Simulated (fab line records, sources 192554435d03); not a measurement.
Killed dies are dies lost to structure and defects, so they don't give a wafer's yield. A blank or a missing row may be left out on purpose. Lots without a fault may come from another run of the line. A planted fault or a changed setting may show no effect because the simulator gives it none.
fab line records | flow n5_finfet
record lots=24 wafers=72 last_day=18
route steps=1938 shown BEOL_M10@1527 BEOL_M11@1550
lots that met no fault: from a run of the same line without faults
start_h: hours from the record's first day to the start of the lot's first wafer shown | wait_h: hours since the lot's step before | " the same as in the row above | L1.1+2: a row that stands for several wafers | - no value, or no start given | * or withheld: withheld | < > ~ a bound
route shown NAME@n: a module of which the file shows steps, and the number in the route of the first | usual: mean/standard deviation of fault-free wafers | same: alike in all rows | chamber/n: place in a boat | sites: the reading at each site | _std_site: their standard deviation | _edge_site: outer sites' mean less inner sites' | radius_mm: how far each site lies from the wafer's centre | mask NAME#n: copy n | behind: the tool/chamber that last shaped the wafer | hold: why the lot was held/for how many hours/how that ended | device: the transistor (n, p or np) that didn't switch | end of line: the same wafers' tests at the end of the route | a step without rows: its recipe alone | killed: dies lost to structure and defects at the first sort, not the wafer's yield | map: a wafer's dies, x killed, . not, _ none there
set.NAME: the setting as run; set.NAME@STEP: as run at that earlier step | model.NAME: the simulator's own value behind a step, which no gauge read
steps of the route over a sample of lots; a table a step, a row a wafer
services: from which hour (start_h, from the record's first day; less than 0 if before it) a tool's chamber was out of use, for how many hours, and why
## steps
# step N5_BEOL_M10_SPUTTER_48
# recipe material=Cu target_thk_a=120 temp_c=-20 bias_v=60 power_w=26000 chamber_pressure_pa=0.13 time_s=2
# usual chamber_pressure_pa=0.13003/0.00028 throttle_valve_pct=29.7/1.1
# columns lot.wafer tool chamber start_h wait_h chamber_pressure_pa throttle_valve_pct
L074.1 pvd_sputter-03 - 216.72 0.1 0.13027 27.5
L074.3 " - " " 0.12982 29.4
L074.4 " - " " 0.13023 31.4
L075.1 pvd_sputter-01 - 231.91 0.1 0.13018 30.3
L075.4 " - " " 0.13029 29.0
L075.6 " - " " 0.12995 30.1
L077.3 pvd_sputter-03 - 237.17 0.2 0.12987 30.3
L077.5 " - " " 0.13015 30.1
L077.6 " - " " 0.13057 27.7
L076.4 pvd_sputter-01 - 254.38 0.0 0.13023 29.0
L076.5 " - " " 0.12993 30.3
L076.6 " - " " 0.13001 30.3
L078.1 pvd_sputter-02 - 261.55 0.1 0.1303 29.0
L078.2 " - " " 0.12961 29.7
L078.3 " - " " 0.13015 30.4
L079.2 pvd_sputter-03 - 270.57 0.1 0.1301 29.5
L079.4 " - " " 0.12981 30.1
L079.5 " - " " 0.1305 27.5
L080.1 pvd_sputter-02 - 286.80 0.1 0.1301 29.6
L080.4 " - " " 0.13001 31.3
L080.5 " - " " 0.12996 29.2
L081.1 pvd_sputter-03 - 287.12 0.1 0.13024 29.6
L081.2 " - " " 0.13053 31.5
L081.6 " - " " 0.13 29.4
L082.1 pvd_sputter-01 - 288.52 0.1 0.12994 30.3
L082.3 " - " " 0.13018 29.0
L082.4 " - " " 0.12992 29.1
L084.1 pvd_sputter-02 - 296.51 0.1 0.12974 31.6
L084.2 " - " " 0.13038 29.2
L084.5 " - " " 0.12954 31.5
L083.3 pvd_sputter-01 - 298.07 0.1 0.12973 30.4
L083.5 " - " " 0.12963 30.0
L083.6 " - " " 0.13026 30.5
L085.2 pvd_sputter-02 - 302.29 0.1 0.12993 29.1
L085.4 " - " " 0.13009 30.0
L085.6 " - " " 0.13062 30.2
L086.3 pvd_sputter-01 - 302.91 0.1 0.12967 28.9
L086.4 " - " " 0.12971 30.5
L086.6 " - " " 0.12994 29.0
L088.2 pvd_sputter-03 - 312.15 0.2 0.13003 27.4
L088.4 " - " " 0.12999 31.6
L088.6 " - " " 0.12986 30.6
L087.2 pvd_sputter-02 - 313.43 0.3 0.12995 29.1
L087.4 " - " " 0.12952 31.6
L087.6 " - " " 0.13022 29.6
L090.2 pvd_sputter-03 - 320.45 0.1 0.12926 31.2
L090.3 " - " " 0.12995 27.5
L090.5 " - " " 0.13031 30.2
L089.1 pvd_sputter-03 - 330.67 0.3 0.12997 27.3
L089.3 " - " " 0.1302 30.1
L089.6 " - " " 0.1299 27.6
L091.3 pvd_sputter-01 - 339.56 0.1 0.12999 30.2
L091.4 " - " " 0.12979 29.1
L091.6 " - " " 0.13024 30.6
L092.2 pvd_sputter-03 - 342.54 0.1 0.1305 30.3
L092.3 " - " " 0.12968 27.7
L092.5 " - " " 0.13001 29.6
L093.2 pvd_sputter-03 - 349.49 0.2 0.1305 27.7
L093.5 " - " " 0.13002 27.5
L093.6 " - " " 0.13047 29.2
L094.2 pvd_sputter-03 - 353.03 0.3 0.12965 30.3
L094.4 " - " " 0.13052 29.4
L094.5 " - " " 0.12959 27.5
L095.1 pvd_sputter-01 - 366.38 0.1 0.13 29.0
L095.2 " - " " 0.12994 30.0
L095.3 " - " " 0.12981 29.2
L096.3 pvd_sputter-03 - 370.38 0.1 0.12957 29.7
L096.5 " - " " 0.12975 31.3
L096.6 " - " " 0.13015 30.0
L097.1 pvd_sputter-02 - 372.96 0.1 0.13026 29.5
L097.3 " - " " 0.12994 29.0
L097.4 " - " " 0.12963 29.7
# step N5_BEOL_M10_ANNEAL_51
# recipe temp_c=225 time_s=90 ambient=N2
# usual wafer_temp_C_max=225.74/0.24
# columns lot.wafer tool chamber start_h wait_h wafer_temp_C_max
L074.1 rtp_anneal-02 0 216.95 0.1 225.68
L074.3 " 0 " " 225.59
L074.4 " 0 " " 225.83
L075.1 rtp_anneal-01 0 232.17 0.1 225.78
L075.4 " 0 " " 225.48
L075.6 " 0 " " 225.40
L077.3 rtp_anneal-02 0 237.49 0.1 225.62
L077.5 " 0 " " 225.30
L077.6 " 0 " " 225.73
L076.4 rtp_anneal-01 0 255.32 0.8 225.37
L076.5 " 0 " " 225.38
L076.6 " 0 " " 225.66
L078.1 rtp_anneal-02 0 261.95 0.3 225.90
L078.2 " 0 " " 225.58
L078.3 " 0 " " 225.55
L079.2 rtp_anneal-01 0 270.99 0.3 225.63
L079.4 " 0 " " 225.54
L079.5 " 0 " " 225.67
L080.1 rtp_anneal-02 0 287.07 0.1 225.89
L080.4 " 0 " " 226.13
L080.5 " 0 " " 225.71
L081.1 rtp_anneal-01 0 287.58 0.3 225.24
L081.2 " 0 " " 225.55
L081.6 " 0 " " 225.61
L082.1 rtp_anneal-01 0 288.75 0.1 225.62
L082.3 " 0 " " 225.29
L082.4 " 0 " " 225.80
L084.1 rtp_anneal-02 0 296.74 0.1 226.07
L084.2 " 0 " " 225.73
L084.5 " 0 " " 225.94
L083.3 rtp_anneal-02 0 299.28 1.0 226.16
L083.5 " 0 " " 225.85
L083.6 " 0 " " 225.72
L085.2 rtp_anneal-01 0 302.68 0.2 225.55
L085.4 " 0 " " 225.70
L085.6 " 0 " " 225.72
L086.3 rtp_anneal-02 0 303.34 0.2 225.75
L086.4 " 0 " " 226.12
L086.6 " 0 " " 226.04
L088.2 rtp_anneal-01 0 312.59 0.3 225.55
L088.4 " 0 " " 225.59
L088.6 " 0 " " 225.43
L087.2 rtp_anneal-02 0 314.84 1.3 226.04
L087.4 " 0 " " 225.88
L087.6 " 0 " " 226.16
L090.2 rtp_anneal-01 0 321.77 1.1 226.01
L090.3 " 0 " " 225.49
L090.5 " 0 " " 225.81
L089.1 rtp_anneal-01 0 331.26 0.4 225.52
L089.3 " 0 " " 225.68
L089.6 " 0 " " 225.54
L091.3 rtp_anneal-01 0 340.04 0.3 225.77
L091.4 " 0 " " 225.83
L091.6 " 0 " " 226.02
L092.2 rtp_anneal-01 0 342.82 0.1 225.87
L092.3 " 0 " " 225.55
L092.5 " 0 " " 225.68
L093.2 rtp_anneal-01 0 349.94 0.3 225.40
L093.5 " 0 " " 225.51
L093.6 " 0 " " 225.38
L094.2 rtp_anneal-02 0 353.32 0.1 225.94
L094.4 " 0 " " 225.80
L094.5 " 0 " " 225.83
L095.1 rtp_anneal-02 0 366.91 0.3 225.78
L095.2 " 0 " " 225.52
L095.3 " 0 " " 225.53
L096.3 rtp_anneal-01 0 370.74 0.2 225.46
L096.5 " 0 " " 225.86
L096.6 " 0 " " 225.49
L097.1 rtp_anneal-02 0 373.18 0.1 225.85
L097.3 " 0 " " 226.05
L097.4 " 0 " " 225.89
# step N5_BEOL_M11_OVL_MEAS_12
# recipe points_per_wafer=44
# usual M11_OVL=0.1/0.94
# columns lot.wafer tool chamber start_h wait_h M11_OVL[nm]
L074.1 overlay-01 0 220.32 0.0 0.7
L074.3 " 0 " " 0.9
L074.4 " 0 " " 1.3
L075.1 overlay-01 0 234.77 0.0 0.5
L075.4 " 0 " " 0.7
L075.6 " 0 " " 1.2
L077.3 overlay-02 0 240.28 0.0 -1.8
L077.5 " 0 " " -2.4
L077.6 " 0 " " -1.0
L076.4 overlay-01 0 257.36 0.0 0.7
L076.5 " 0 " " 1.2
L076.6 " 0 " " 1.2
L078.1 overlay-02 0 265.46 0.0 -0.8
L078.2 " 0 " " 0.4
L078.3 " 0 " " -1.0
L079.2 overlay-02 0 275.15 0.0 1.0
L079.4 " 0 " " 0.8
L079.5 " 0 " " -0.2
L080.1 overlay-02 0 289.40 0.0 -0.4
L080.4 " 0 " " 0.4
L080.5 " 0 " " 1.3
L081.1 overlay-02 0 289.81 0.0 0.3
L081.2 " 0 " " 0.8
L081.6 " 0 " " -0.3
L082.1 overlay-02 0 292.29 0.0 -1.2
L082.3 " 0 " " -0.1
L082.4 " 0 " " -1.3
L084.1 overlay-02 0 298.66 0.0 1.1
L084.2 " 0 " " 0.7
L084.5 " 0 " " -0.4
L083.3 overlay-01 0 302.10 0.0 -0.8
L083.5 " 0 " " -1.2
L083.6 " 0 " " -1.3
L085.2 overlay-02 0 306.34 0.0 0.7
L085.4 " 0 " " -0.7
L085.6 " 0 " " 0.1
L086.3 overlay-01 0 306.55 0.0 -1.2
L086.4 " 0 " " 0.0
L086.6 " 0 " " -0.7
L088.2 overlay-01 0 316.06 0.0 -0.3
L088.4 " 0 " " 1.3
L088.6 " 0 " " -0.7
L087.2 overlay-02 0 318.77 0.0 -0.1
L087.4 " 0 " " -0.4
L087.6 " 0 " " 0.4
L090.2 overlay-01 0 324.41 0.0 -0.2
L090.3 " 0 " " -0.8
L090.5 " 0 " " -1.3
L089.1 overlay-02 0 333.56 0.0 -0.3
L089.3 " 0 " " -1.7
L089.6 " 0 " " -0.1
L091.3 overlay-02 0 342.43 0.0 0.6
L091.4 " 0 " " 0.2
L091.6 " 0 " " 0.1
L092.2 overlay-01 0 345.19 0.0 0.2
L092.3 " 0 " " 1.0
L092.5 " 0 " " 1.5
L093.2 overlay-01 0 352.22 0.0 -1.6
L093.5 " 0 " " 0.3
L093.6 " 0 " " -0.9
L094.2 overlay-02 0 356.29 0.0 0.0
L094.4 " 0 " " -0.8
L094.5 " 0 " " 0.3
L095.1 overlay-01 0 369.69 0.0 -0.3
L095.2 " 0 " " -0.5
L095.3 " 0 " " -0.8
L096.3 overlay-02 0 373.01 0.0 -0.2
L096.5 " 0 " " -1.0
L096.6 " 0 " " 1.6
L097.1 overlay-01 0 376.14 0.0 -0.9
L097.3 " 0 " " 0.5
L097.4 " 0 " " -0.4
# step N5_BEOL_M11_HM_OPEN_17
# recipe chemistry=Cl2/BCl3 target_depth_a=200 overetch_a=60 target=TiN mask_material=SOC ion_energy_ev=150 pressure_mtorr=10 icp_w=1000 bias_w=126 Cl2_flow_sccm=53.25 bcl3_flow_sccm=21.75 Ar_flow_sccm=25
# usual drypump_motor_current_A=5.8/0.48 oes_product_au=0.68/0.082 rf_fwd_power_W=992/3.5 throttle_valve_pct=22.08/0.28
# columns lot.wafer tool chamber start_h wait_h drypump_motor_current_A oes_product_au rf_fwd_power_W rf_hours_counter_h throttle_valve_pct
L074.1 rie_metal-02 1 220.81 0.0 5.4 0.55 995 106 22.27
L074.3 " 1 " " 5.4 0.54 990 - 22.27
L074.4 " 0 " " 6.6 0.73 991 - 22.07
L075.1 rie_metal-02 1 235.10 0.0 5.4 0.54 993 108 22.28
L075.4 " 1 " " 5.4 0.54 991 - 22.27
L075.6 " 0 " " 6.7 0.72 992 - 22.10
L077.3 rie_metal-01 1 240.64 0.1 5.4 0.83 985 - 21.92
L077.5 " 1 " " 5.4 0.83 987 - 21.91
L077.6 " 0 " " 5.8 0.63 995 - 21.61
L076.4 rie_metal-02 0 257.72 0.1 6.6 0.74 996 - 22.08
L076.5 " 0 " " 6.6 0.71 993 - 22.09
L076.6 " 1 " " 5.4 0.55 990 - 22.25
L078.1 rie_metal-03 1 265.79 0.0 5.9 0.66 989 40 22.21
L078.2 " 0 " " 5.5 0.61 991 61 22.63
L078.3 " 0 " " 5.5 0.60 986 - 22.64
L079.2 rie_metal-03 0 275.52 0.0 5.5 0.61 989 62 22.62
L079.4 " 0 " " 5.5 0.61 991 - 22.63
L079.5 " 0 " " 5.5 0.61 988 - 22.63
L080.1 rie_metal-02 1 289.73 0.0 5.4 0.54 995 112 22.28
L080.4 " 1 " " 5.4 0.54 995 - 22.27
L080.5 " 1 " " 5.4 0.54 992 - 22.25
L081.1 rie_metal-01 1 290.53 0.0 5.4 0.78 992 9 21.94
L081.2 " 0 " " 5.9 0.63 1000 62 21.61
L081.6 " 0 " " 5.9 0.61 996 - 21.64
L082.1 rie_metal-01 1 292.76 0.0 5.4 0.79 994 9 21.92
L082.3 " 1 " " 5.4 0.80 989 - 21.89
L082.4 " 0 " " 5.8 0.63 994 - 21.63
L084.1 rie_metal-03 1 298.99 0.0 5.9 0.66 992 43 22.17
L084.2 " 0 " " 5.5 0.61 990 63 22.65
L084.5 " 1 " " 5.9 0.66 992 - 22.20
L083.3 rie_metal-03 0 302.46 0.1 5.5 0.61 985 - 22.63
L083.5 " 1 " " 5.8 0.65 991 - 22.21
L083.6 " 0 " " 5.5 0.61 985 - 22.65
L085.2 rie_metal-03 0 306.67 0.0 5.5 0.60 985 64 22.64
L085.4 " 1 " " 5.9 0.66 995 - 22.20
L085.6 " 1 " " 5.9 0.65 993 - 22.21
L086.3 rie_metal-02 0 306.94 0.1 6.7 0.70 991 - 22.11
L086.4 " 0 " " 6.7 0.70 992 - 22.11
L086.6 " 0 " " 6.6 0.70 993 - 22.11
L088.2 rie_metal-01 1 316.39 0.0 5.4 0.78 991 11 21.92
L088.4 " 0 " " 5.8 0.63 995 - 21.61
L088.6 " 1 " " 5.3 0.79 989 - 21.93
L087.2 rie_metal-01 0 319.10 0.0 5.9 0.62 997 64 21.64
L087.4 " 0 " " 5.9 0.61 995 - 21.64
L087.6 " 0 " " 5.9 0.62 994 - 21.63
L090.2 rie_metal-02 0 324.74 0.0 6.6 0.70 990 32 22.11
L090.3 " 1 " " 5.4 0.86 993 - 21.90
L090.5 " 1 " " 5.4 0.86 992 - 21.90
L089.1 rie_metal-02 1 334.26 0.0 5.4 0.83 991 1 21.91
L089.3 " 1 " " 5.4 0.84 995 - 21.89
L089.6 " 0 " " 6.6 0.72 993 - 22.09
L091.3 rie_metal-03 1 342.82 0.1 5.9 0.66 992 - 22.20
L091.4 " 1 " " 5.9 0.65 993 - 22.23
L091.6 " 1 " " 5.8 0.66 991 - 22.21
L092.2 rie_metal-01 0 345.52 0.0 5.8 0.62 996 66 21.63
L092.3 " 0 " " 5.8 0.62 996 - 21.62
L092.5 " 1 " " 5.4 0.76 993 - 21.96
L093.2 rie_metal-02 0 352.55 0.0 6.7 0.69 989 35 22.10
L093.5 " 1 " " 5.4 0.81 993 - 21.91
L093.6 " 0 " " 6.7 0.70 991 - 22.11
L094.2 rie_metal-01 1 356.76 0.0 5.4 0.76 990 14 21.95
L094.4 " 0 " " 5.8 0.62 997 - 21.64
L094.5 " 1 " " 5.4 0.76 991 - 21.93
L095.1 rie_metal-03 1 370.21 0.0 5.9 0.65 988 51 22.21
L095.2 " 0 " " 5.5 0.60 990 69 22.63
L095.3 " 1 " " 5.9 0.65 989 - 22.21
L096.3 rie_metal-02 0 373.67 0.1 6.6 0.70 994 - 22.09
L096.5 " 0 " " 6.7 0.70 983 - 22.10
L096.6 " 1 " " 5.4 0.80 990 - 21.92
L097.1 rie_metal-02 0 376.61 0.0 6.6 0.68 994 38 22.12
L097.3 " 0 " " 6.6 0.69 991 - 22.12
L097.4 " 1 " " 5.4 0.77 989 - 21.93
# step N5_BEOL_M11_STRIP_19
# recipe chemistry=O2 power_w=400 temp_c=40 pressure_mtorr=30 rf_frequency_hz=6e+07 bias_power_w=0 overash_fraction=0.2 o2_flow_sccm=225
# usual drypump_motor_current_A=5.8/0.56 oes_product_au=0.80/0.1 rf_vpp_V=3.7/0.63 showerhead_plenum_p_Torr=2.12/0.056 throttle_valve_pct=16.65/0.25
# columns lot.wafer tool chamber start_h wait_h drypump_motor_current_A oes_product_au rf_hours_counter_h rf_vpp_V showerhead_plenum_p_Torr throttle_valve_pct
L074.1 rie_diel-02 1 220.93 0.1 6.3 0.82 77 3.5 2.14 16.39
L074.3 " 0 " " 5.2 0.68 242 3.4 2.11 16.59
L074.4 " 3 " " 6.2 0.67 - 2.6 2.18 16.83
L075.1 rie_diel-03 0 235.31 0.2 5.9 0.91 30 2.9 2.03 16.58
L075.4 " 2 " " 5.9 0.95 20 3.7 2.12 16.52
L075.6 " 3 " " 4.8 0.71 - 3.1 2.18 16.77
L077.3 rie_diel-03 3 240.72 0.1 4.8 0.72 193 4.4 2.18 16.78
L077.5 " 3 " " 4.8 0.71 - 4.2 2.18 16.79
L077.6 " 0 " " 5.9 0.92 - 3.6 2.03 16.61
L076.4 rie_diel-02 3 257.82 0.1 6.2 0.66 - 4.5 2.18 16.84
L076.5 " 1 " " 6.3 0.80 - 3.2 2.13 16.43
L076.6 " 2 " " 5.9 0.93 - 3.3 2.24 16.27
L078.1 rie_diel-05 3 265.90 0.1 5.8 0.70 194 3.1 2.15 16.90
L078.2 " 1 " " 5.3 0.95 12 2.9 2.14 16.50
L078.3 " 0 " " 6.6 0.74 178 4.7 2.02 16.55
L079.2 rie_diel-03 0 275.64 0.1 5.9 0.90 42 3.1 2.02 16.62
L079.4 " 3 " " 4.8 0.72 203 3.9 2.17 16.80
L079.5 " 1 " " 5.4 0.72 - 4.0 2.09 17.14
L080.1 rie_diel-03 0 290.05 0.3 5.9 0.90 46 4.4 2.02 16.64
L080.4 " 1 " " 5.3 0.71 212 3.9 2.08 17.13
L080.5 " 2 " " 6.0 0.92 - 4.1 2.12 16.55
L081.1 rie_diel-03 0 290.88 0.3 5.9 0.89 46 4.2 2.02 16.62
L081.2 " 2 " " 6.0 0.91 37 3.5 2.12 16.54
L081.6 " 3 " " 4.8 0.71 - 3.6 2.17 16.81
L082.1 rie_diel-05 2 293.00 0.2 6.6 0.72 189 3.2 2.11 16.86
L082.3 " 0 " " 6.6 0.72 186 3.5 2.02 16.55
L082.4 " 1 " " 5.3 0.94 20 3.7 2.14 16.51
L084.1 rie_diel-02 0 299.11 0.1 5.2 0.97 6 3.2 2.11 16.24
L084.2 " 2 " " 5.9 0.88 20 3.8 2.23 16.27
L084.5 " 2 " " 5.9 0.89 - 3.1 2.23 16.25
L083.3 rie_diel-02 0 302.56 0.1 5.2 0.95 7 4.2 2.11 16.24
L083.5 " 0 " " 5.2 0.95 - 2.8 2.11 16.22
L083.6 " 1 " " 6.3 0.79 - 4.1 2.13 16.43
L085.2 rie_diel-02 0 306.86 0.2 5.2 0.95 9 3.3 2.11 16.23
L085.4 " 2 " " 5.9 0.88 - 4.7 2.23 16.30
L085.6 " 1 " " 6.3 0.79 - 3.8 2.13 16.44
L086.3 rie_diel-03 1 307.08 0.1 5.3 0.71 216 4.2 2.08 17.15
L086.4 " 2 " " 5.9 0.91 43 4.2 2.12 16.56
L086.6 " 3 " " 4.8 0.70 - 3.7 2.17 16.81
L088.2 rie_diel-05 0 316.50 0.1 6.6 0.73 192 3.8 2.02 16.54
L088.4 " 2 " " 6.6 0.73 196 3.5 2.11 16.85
L088.6 " 1 " " 5.4 0.92 - 3.3 2.14 16.52
L087.2 rie_diel-05 1 319.21 0.1 5.3 0.92 28 2.2 2.14 16.53
L087.4 " 2 " " 6.6 0.73 197 4.4 2.10 16.85
L087.6 " 1 " " 5.3 0.92 - 4.2 2.14 16.52
L090.2 rie_diel-02 2 324.85 0.1 5.9 0.88 29 3.8 2.23 16.28
L090.3 " 1 " " 6.3 0.78 109 4.2 2.13 16.44
L090.5 " 0 " " 5.2 0.92 - 3.3 2.11 16.24
L089.1 rie_diel-05 1 334.37 0.1 5.3 0.91 33 4.4 2.14 16.56
L089.3 " 3 " " 5.8 0.68 214 3.1 2.14 16.95
L089.6 " 3 " " 5.8 0.68 - 3.7 2.14 16.93
L091.3 rie_diel-05 3 342.96 0.1 5.8 0.68 216 2.9 2.14 16.95
L091.4 " 0 " " 6.6 0.72 200 3.2 2.02 16.54
L091.6 " 1 " " 5.3 0.89 - 3.4 2.14 16.56
L092.2 rie_diel-05 3 345.64 0.1 5.8 0.67 217 3.7 2.14 16.95
L092.3 " 0 " " 6.6 0.72 201 3.6 2.02 16.57
L092.5 " 3 " " 5.8 0.67 - 4.9 2.14 16.96
L093.2 rie_diel-05 3 352.66 0.1 5.9 0.67 220 3.9 2.14 16.97
L093.5 " 3 " " 5.9 0.67 - 3.5 2.14 16.95
L093.6 " 2 " " 6.6 0.71 - 3.5 2.10 16.88
L094.2 rie_diel-05 0 356.88 0.1 6.6 0.71 205 3.8 2.01 16.58
L094.4 " 1 " " 5.3 0.90 41 6.8 2.14 16.57
L094.5 " 0 " " 6.6 0.72 - 5.7 2.01 16.56
L095.1 rie_diel-02 3 370.32 0.1 6.3 0.93 18 4.2 2.17 16.38
L095.2 " 0 " " 5.2 0.90 31 3.4 2.10 16.29
L095.3 " 1 " " 6.3 0.77 124 3.3 2.12 16.48
L096.3 rie_diel-03 2 373.75 0.1 6.0 0.87 64 3.7 2.11 16.60
L096.5 " 0 " " 5.9 0.85 - 3.6 2.01 16.67
L096.6 " 1 " " 5.4 0.70 - 4.1 2.08 17.18
L097.1 rie_diel-03 3 376.72 0.1 4.9 0.68 235 3.5 2.16 16.85
L097.3 " 0 " " 5.9 0.85 73 3.1 2.01 16.68
L097.4 " 2 " " 5.9 0.87 65 3.5 2.11 16.60
# step N5_BEOL_M11_STRIP_36
# recipe chemistry=N2/H2 power_w=450 temp_c=40 pressure_mtorr=20 rf_frequency_hz=6e+07 overash_fraction=0.3 bias_power_w=7 h2_frac=0.5 n2_flow_sccm=200 h2_flow_sccm=200
# usual drypump_motor_current_A=5.9/0.54 oes_product_au=0.79/0.1 power_w=450.1/1.4 rf_vpp_V=58.9/1.8 showerhead_plenum_p_Torr=2.57/0.072 throttle_valve_pct=23.63/0.26
# columns lot.wafer tool chamber start_h wait_h drypump_motor_current_A oes_product_au power_w rf_hours_counter_h rf_vpp_V showerhead_plenum_p_Torr throttle_valve_pct
L074.1 rie_diel-02 3 223.57 0.0 6.3 0.65 451.8 239 57.9 2.64 23.78
L074.3 " 0 " " 5.2 0.68 449.1 242 56.9 2.59 23.15
L074.4 " 1 " " 6.3 0.81 448.5 - 58.1 2.59 23.51
L075.1 rie_diel-02 3 237.71 0.0 6.2 0.67 448.7 242 60.2 2.63 23.81
L075.4 " 0 " " 5.2 0.69 450.1 246 62.8 2.59 23.17
L075.6 " 3 " " 6.2 0.67 450.6 - 58.9 2.63 23.81
L077.3 rie_diel-02 0 244.91 0.0 5.2 0.68 450.1 247 56.5 2.59 23.19
L077.5 " 2 " " 5.9 0.95 450.3 - 58.7 2.70 23.16
L077.6 " 1 " " 6.3 0.81 451.6 - 60.0 2.59 23.54
L076.4 rie_diel-05 3 258.55 0.0 5.8 0.70 449.2 192 58.0 2.63 23.99
L076.5 " 3 " " 5.8 0.69 450.7 - 57.6 2.63 24.01
L076.6 " 0 " " 6.6 0.75 450.8 - 59.4 2.44 23.51
L078.1 rie_diel-02 2 266.73 0.0 5.9 0.92 450.1 10 59.1 2.69 23.20
L078.2 " 3 " " 6.3 0.65 451.7 252 57.9 2.63 23.84
L078.3 " 1 " " 6.3 0.80 451.0 91 60.5 2.59 23.53
L079.2 rie_diel-02 2 277.75 0.0 5.9 0.89 447.1 14 60.0 2.69 23.18
L079.4 " 2 " " 5.9 0.89 448.8 - 56.7 2.69 23.16
L079.5 " 1 " " 6.3 0.80 448.9 - 57.5 2.59 23.57
L080.1 rie_diel-05 3 293.31 0.0 5.9 0.67 451.5 202 59.7 2.63 24.01
L080.4 " 1 " " 5.3 0.94 448.3 21 60.0 2.59 23.48
L080.5 " 0 " " 6.6 0.73 450.4 - 60.6 2.43 23.48
L081.1 rie_diel-05 2 293.78 0.0 6.7 0.73 449.9 190 60.1 2.51 23.74
L081.2 " 1 " " 5.3 0.93 454.1 21 59.2 2.59 23.48
L081.6 " 2 " " 6.6 0.74 450.2 - 61.1 2.51 23.79
L082.1 rie_diel-03 0 293.81 0.0 5.9 0.87 448.6 47 58.6 2.48 23.57
L082.3 " 3 " " 4.8 0.70 449.4 209 56.7 2.62 23.80
L082.4 " 1 " " 5.4 0.71 450.9 214 62.1 2.49 23.90
L084.1 rie_diel-05 3 301.14 0.0 5.9 0.69 451.3 204 55.6 2.63 24.02
L084.2 " 1 " " 5.4 0.92 450.5 22 60.0 2.59 23.49
L084.5 " 3 " " 5.9 0.68 450.4 - 57.6 2.63 24.01
L083.3 rie_diel-03 2 306.20 0.0 6.0 0.90 450.1 43 57.0 2.59 23.85
L083.5 " 2 " " 6.0 0.92 449.8 - 60.3 2.59 23.86
L083.6 " 0 " " 6.0 0.90 452.6 - 56.7 2.48 23.61
L085.2 rie_diel-05 1 309.27 0.0 5.3 0.92 449.5 25 59.4 2.58 23.48
L085.4 " 0 " " 6.6 0.71 453.2 190 59.9 2.43 23.48
L085.6 " 1 " " 5.3 0.93 449.2 - 60.4 2.58 23.48
L086.3 rie_diel-03 0 309.44 0.0 5.9 0.89 447.4 52 58.5 2.48 23.64
L086.4 " 3 " " 4.8 0.70 450.8 213 55.4 2.62 23.86
L086.6 " 2 " " 5.9 0.90 451.0 - 60.0 2.59 23.85
L088.2 rie_diel-03 1 318.40 0.0 5.4 0.71 450.6 219 56.8 2.49 23.94
L088.4 " 0 " " 5.9 0.85 448.2 55 58.0 2.48 23.59
L088.6 " 0 " " 5.9 0.86 447.4 - 58.8 2.48 23.65
L087.2 rie_diel-05 0 319.92 0.0 6.6 0.73 449.2 193 59.7 2.43 23.50
L087.4 " 3 " " 5.8 0.68 449.4 210 57.7 2.62 24.04
L087.6 " 1 " " 5.4 0.92 449.8 - 59.0 2.58 23.46
L090.2 rie_diel-05 2 328.54 0.0 6.6 0.73 450.0 199 58.2 2.51 23.78
L090.3 " 0 " " 6.6 0.73 449.0 195 60.5 2.43 23.49
L090.5 " 1 " " 5.4 0.92 448.5 - 58.4 2.58 23.47
L089.1 rie_diel-02 2 338.06 0.0 5.9 0.88 452.2 34 56.4 2.68 23.24
L089.3 " 0 " " 5.2 0.92 448.9 21 62.5 2.58 23.15
L089.6 " 3 " " 6.3 0.97 452.3 - 63.1 2.62 23.32
L091.3 rie_diel-03 3 344.12 0.0 4.8 0.69 450.2 224 62.4 2.62 23.80
L091.4 " 0 " " 6.0 0.87 451.3 62 59.2 2.48 23.62
L091.6 " 2 " " 6.0 0.88 451.2 - 57.4 2.59 23.87
L092.2 rie_diel-05 2 346.99 0.0 6.6 0.71 449.2 206 59.1 2.50 23.79
L092.3 " 1 " " 5.3 0.92 449.9 37 62.3 2.58 23.51
L092.5 " 1 " " 5.3 0.90 450.5 - 57.6 2.58 23.53
L093.2 rie_diel-02 1 355.50 0.0 6.3 0.77 451.8 120 59.8 2.58 23.57
L093.5 " 0 " " 5.2 0.91 451.6 - 57.0 2.57 23.22
L093.6 " 1 " " 6.3 0.76 450.7 - 60.4 2.58 23.60
L094.2 rie_diel-02 2 358.14 0.0 5.9 0.85 449.7 40 60.1 2.68 23.24
L094.4 " 0 " " 5.2 0.89 451.6 28 56.5 2.57 23.20
L094.5 " 1 " " 6.3 0.77 450.6 - 59.5 2.58 23.58
L095.1 rie_diel-05 3 371.63 0.0 5.8 0.68 452.1 226 61.0 2.62 24.03
L095.2 " 0 " " 6.6 0.70 448.7 211 59.9 2.42 23.52
L095.3 " 2 " " 6.6 0.71 450.8 215 58.5 2.50 23.80
L096.3 rie_diel-03 0 375.36 0.0 5.9 0.85 450.2 72 58.3 2.48 23.65
L096.5 " 3 " " 4.8 0.69 448.5 - 61.3 2.61 23.87
L096.6 " 2 " " 6.0 0.86 449.4 - 59.1 2.58 23.88
L097.1 rie_diel-03 1 378.24 0.0 5.3 0.68 450.2 237 58.6 2.48 23.93
L097.3 " 2 " " 5.9 0.86 449.8 65 56.6 2.58 23.88
L097.4 " 3 " " 4.8 0.68 452.0 235 62.1 2.61 23.86
## services
# columns tool chamber start_h hours kind
rie_diel-05 1 196.49 - clean
rie_diel-05 1 196.49 - consumable_replace:focus_ring
rie_diel-05 1 196.49 20.2 scheduled_down
rie_diel-05 1 196.49 20.2 vent_cycle
rie_diel-02 2 214.60 - clean
rie_diel-02 2 214.60 - consumable_replace:focus_ring
rie_diel-02 2 214.60 - consumable_replace:showerhead
rie_diel-02 2 214.60 22.7 scheduled_down
rie_diel-02 2 214.60 22.7 vent_cycle
rie_metal-01 - 226.93 6.8 repair
rtp_anneal-02 - 235.34 1.0 pm
rie_diel-02 0 254.63 - clean
rie_diel-02 0 254.63 - consumable_replace:focus_ring
rie_diel-02 0 254.63 32.4 scheduled_down
rie_diel-02 0 254.63 32.4 vent_cycle
rie_diel-02 3 287.04 - clean
rie_diel-02 3 287.04 - consumable_replace:focus_ring
rie_diel-02 3 287.04 29.0 scheduled_down
rie_diel-03 1 298.81 7.3 repair
rie_diel-02 1 322.00 2.0 repair
rie_metal-02 - 328.64 0.5 repair
rie_metal-03 0 332.65 14.8 repair
rie_diel-03 - 350.66 0.5 repair
pvd_sputter-01 - 350.73 6.6 repair
## key
fault none
